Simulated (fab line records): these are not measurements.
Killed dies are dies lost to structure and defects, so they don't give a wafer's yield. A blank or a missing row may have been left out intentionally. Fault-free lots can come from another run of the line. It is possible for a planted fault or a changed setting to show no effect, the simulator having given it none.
Split-lot trial + flow n5_finfet + on a route of 1938 steps: 7 lots, 39 wafers read

== THE SPLIT ITSELF ==
At N5_MOL_CONTACT_COAG_ETCHBACK_135 (etches SiO2 in CHF3, target depth 25 nm, time 16.7 s), the setting time_s was moved away from the recipe's 16.7 s on 12 of the 39 wafers read, by -22.0% to +21.8%. The other wafers ran this setting at the recipe's value.

The split's own step is where the reading is taken.

== THE READING ==
SOC_of_MOL_CONTACT_COAG_COAT_75.thk_nm (the simulator's own value, which no gauge read), in nm, at N5_MOL_CONTACT_COAG_ETCHBACK_135 (etches SiO2 in CHF3, target depth 25 nm, time 16.7 s). The file gives no usual value for it. The 27 wafers here that ran the recipe average 57.3 nm, standard deviation 0.16 nm.

| wafer  | tool, chamber at the split | time_s as run, s | against the recipe | SOC_of_MOL_CONTACT_COAG_COAT_75.thk_nm, nm | against lot-mates on the recipe |
|--------|----------------------------|------------------|--------------------|--------------------------------------------|---------------------------------|
| L080.1 | rie_diel-05, 3             | 20.34            | +21.8%             | 56.6                                       | -0.7                            |
| L080.2 | rie_diel-05, 0,3           | 16.7             | recipe             | 57.2                                       | -                               |
| L080.5 | rie_diel-05, 0,3           | 16.7             | recipe             | 57.2                                       | -                               |
| L080.3 | rie_diel-05, 2,0           | 20.34            | +21.8%             | 56.8                                       | -0.5                            |
| L080.6 | rie_diel-05, 2,0           | 20.34            | +21.8%             | 56.8                                       | -0.5                            |
| L080.4 | rie_diel-05, 1             | 16.7             | recipe             | 57.4                                       | -                               |
| L084.1 | rie_diel-06, 1,3           | 16.7             | recipe             | 57.6                                       | -                               |
| L084.4 | rie_diel-06, 1,3           | 16.7             | recipe             | 57.6                                       | -                               |
| L084.2 | rie_diel-06, 2,0           | 16.7             | recipe             | 57.2                                       | -                               |
| L084.6 | rie_diel-06, 2,0           | 16.7             | recipe             | 57.2                                       | -                               |
| L084.3 | rie_diel-06, 0,3           | 16.7             | recipe             | 57.4                                       | -                               |
| L084.5 | rie_diel-06, 0,3           | 16.7             | recipe             | 57.4                                       | -                               |
| L086.1 | rie_diel-01, 1,3           | 13.03            | -22.0%             | 58                                         | +0.6                            |
| L086.6 | rie_diel-01, 1,3           | 13.03            | -22.0%             | 58                                         | +0.6                            |
| L086.2 | rie_diel-01, 2,3,0         | 16.7             | recipe             | 57.4                                       | -                               |
| L086.3 | rie_diel-01, 2,3,0         | 16.7             | recipe             | 57.4                                       | -                               |
| L086.4 | rie_diel-01, 2,3,0         | 16.7             | recipe             | 57.4                                       | -                               |
| L086.5 | rie_diel-01, 0             | 13.03            | -22.0%             | 58.2                                       | +0.8                            |
| L089.3 | rie_diel-01, 0,2,1         | 16.7             | recipe             | 57.4                                       | -                               |
| L089.4 | rie_diel-01, 0,2,1         | 16.7             | recipe             | 57.4                                       | -                               |
| L089.6 | rie_diel-01, 0,2,1         | 16.7             | recipe             | 57.4                                       | -                               |
| L091.1 | rie_diel-06, 1             | 16.7             | recipe             | 57.2                                       | -                               |
| L091.2 | rie_diel-06, 3,1           | 17.73            | +6.2%              | 57.2                                       | -0.1                            |
| L091.4 | rie_diel-06, 3,1           | 17.73            | +6.2%              | 57.2                                       | -0.1                            |
| L091.3 | rie_diel-06, 0             | 16.7             | recipe             | 57.4                                       | -                               |
| L091.6 | rie_diel-06, 0             | 16.7             | recipe             | 57.4                                       | -                               |
| L091.5 | rie_diel-06, 3             | 17.73            | +6.2%              | 57                                         | -0.3                            |
| L092.1 | rie_diel-05, 1,0,3,0       | 16.7             | recipe             | 57.2                                       | -                               |
| L092.2 | rie_diel-05, 1,0,3,0       | 16.7             | recipe             | 57.2                                       | -                               |
| L092.3 | rie_diel-05, 1,0,3,0       | 16.7             | recipe             | 57.2                                       | -                               |
| L092.5 | rie_diel-05, 1,0,3,0       | 16.7             | recipe             | 57.2                                       | -                               |
| L092.4 | rie_diel-05, 1,3           | 16.7             | recipe             | 57                                         | -                               |
| L092.6 | rie_diel-05, 1,3           | 16.7             | recipe             | 57                                         | -                               |
| L093.1 | rie_diel-06, 3,1           | 16.7             | recipe             | 57.4                                       | -                               |
| L093.4 | rie_diel-06, 3,1           | 16.7             | recipe             | 57.4                                       | -                               |
| L093.2 | rie_diel-06, 0,2,3         | 13.65            | -18.3%             | 58                                         | +0.5                            |
| L093.3 | rie_diel-06, 0,2,3         | 13.65            | -18.3%             | 58                                         | +0.5                            |
| L093.5 | rie_diel-06, 0,2,3         | 13.65            | -18.3%             | 58                                         | +0.5                            |
| L093.6 | rie_diel-06, 0             | 16.7             | recipe             | 57.6                                       | -                               |
When a row names more than one chamber, that row covers several wafers, and the file does not tell which wafer ran in which chamber.

THE FIT
A straight line over all 39 wafers: SOC_of_MOL_CONTACT_COAG_COAT_75.thk_nm changes by -0.0319 nm for each +1% of time_s; r = -0.92; the points scatter about the line by 0.15 nm.
The same after taking each lot's own level away (the mean of its wafers on the recipe; 39 wafers): -0.0279 nm for each +1%; r = -0.94; scatter 0.1 nm.
That fit puts the effect of the largest move of time_s on the reading at 0.61 nm.
Measured against the standard deviation above, the lots' own levels, which go from 57.13 to 57.47 nm, span 2.1 times it.
Thus the slope moves with the lot-to-lot level: the two fits are different.
Check: with one of the wafers moved furthest among these (-22.0%) left out of the fit, the line predicts +0.627 nm for it against its lot-mates. It came out at +0.6 nm against them.

== FURTHER SPLITS ON THESE WAFERS ==
Before the reading, these wafers also passed through other splits. Each is held against what the fit with the lots' levels taken away leaves over:
| other split on the same wafers             | wafers away from the commonest value | r with SOC_of_MOL_CONTACT_COAG_COAT_75.thk_nm (lot level and that fit taken away) |
|--------------------------------------------|--------------------------------------|-----------------------------------------------------------------------------------|
| N5_FIN_SAQP_MANDREL_ETCH_22 target_depth_a | 15                                   | +0.21                                                                             |
| N5_FIN_CUT_EXPOSE_05 dose_mj               | 12                                   | +0.12                                                                             |
| N5_DUMMY_GATE_ETCH_42 bias_w               | 15                                   | +0.19                                                                             |
| N5_HKMG_FIN_ETCH_54 bias_w                 | 15                                   | -0.16                                                                             |

== THE FILE'S OWN FIT ==
SOC_of_MOL_CONTACT_COAG_COAT_75.thk_nm changes by -0.028 nm for each +1% of time_s, r = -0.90.
